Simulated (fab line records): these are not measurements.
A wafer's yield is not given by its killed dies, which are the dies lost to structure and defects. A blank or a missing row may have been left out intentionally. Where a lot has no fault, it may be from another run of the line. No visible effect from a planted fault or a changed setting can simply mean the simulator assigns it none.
What tool caused it? ; flow nand_harc ; at 1 step of a route of 1159, 12 lots with 36 wafers sampled

## WHAT THE GAUGES SHOWED, per wafer
NHARC_A_CONTACT_CD_MEAS_69 targets a cd of 200 nm.
lot;measured;on;cd_nm (nm)
L979;day 16 13:37;cd_sem-03;200.7 200.2 200.1
L977;day 16 19:32;cd_sem-02;200.3 199.9 200.3
L978;day 16 21:03;cd_sem-01;200.3 200.5 200.3
L980;day 17 00:00;cd_sem-02;200.5 199.4 199.1
L981;day 17 02:58;cd_sem-01;201.4 201.0 200.9
L982;day 18 02:04;cd_sem-01;200.4 199.8 199.5
L984;day 18 04:31;cd_sem-01;198.8 199.1 199.6
L989;day 19 22:16;cd_sem-03;199.9 200.4 200.2
L996;day 21 06:46;cd_sem-03;199.1 200.1 199.0
L998;day 22 01:57;cd_sem-03;200.3 199.8 200.0
L999;day 22 06:13;cd_sem-03;200.3 200.2 200.2
L997;day 22 08:08;cd_sem-01;199.9 199.8 199.2

## WHAT TOOL EACH LOT RAN ON (gives the tool, then ch and the chambers of the sampled wafers, and finally the start)
Before these readings, the record contains no process step.

## AS READ BY THE TOOLS THEMSELVES (means over the sampled wafers that have a number; for cases with no such wafer, the mark the record gives instead)
The record holds no such reading with a usual standard deviation.

## THE ANSWER, worked out from the rows above alone
Rule: usual is defined by the lots themselves. Put in order of their means at a reading, lots are off if they are a third of the lots or fewer, leave a main group of 4 or more, and stand apart from it by a gap of 3 or more times the standard deviation of the main group's means; of several such gaps the widest counts. Not used: any main group whose means are identical at the precision the tables above print for the reading. Also off: a lot with no number at a reading for which 4 or more lots have one. All remaining lots with rows at the step are treated as sound. After the gauges, taken in route order, come the tools' own readings; for these a lot's mean is taken, as printed above. The first step at which some lot is off is used, and at that step the reading that is off furthest; a lot without a number counts as furthest.
Across all readings shown, no lot is off: no conclusion can be drawn from this.

## WHAT THE SIMULATOR HAD PUT IN
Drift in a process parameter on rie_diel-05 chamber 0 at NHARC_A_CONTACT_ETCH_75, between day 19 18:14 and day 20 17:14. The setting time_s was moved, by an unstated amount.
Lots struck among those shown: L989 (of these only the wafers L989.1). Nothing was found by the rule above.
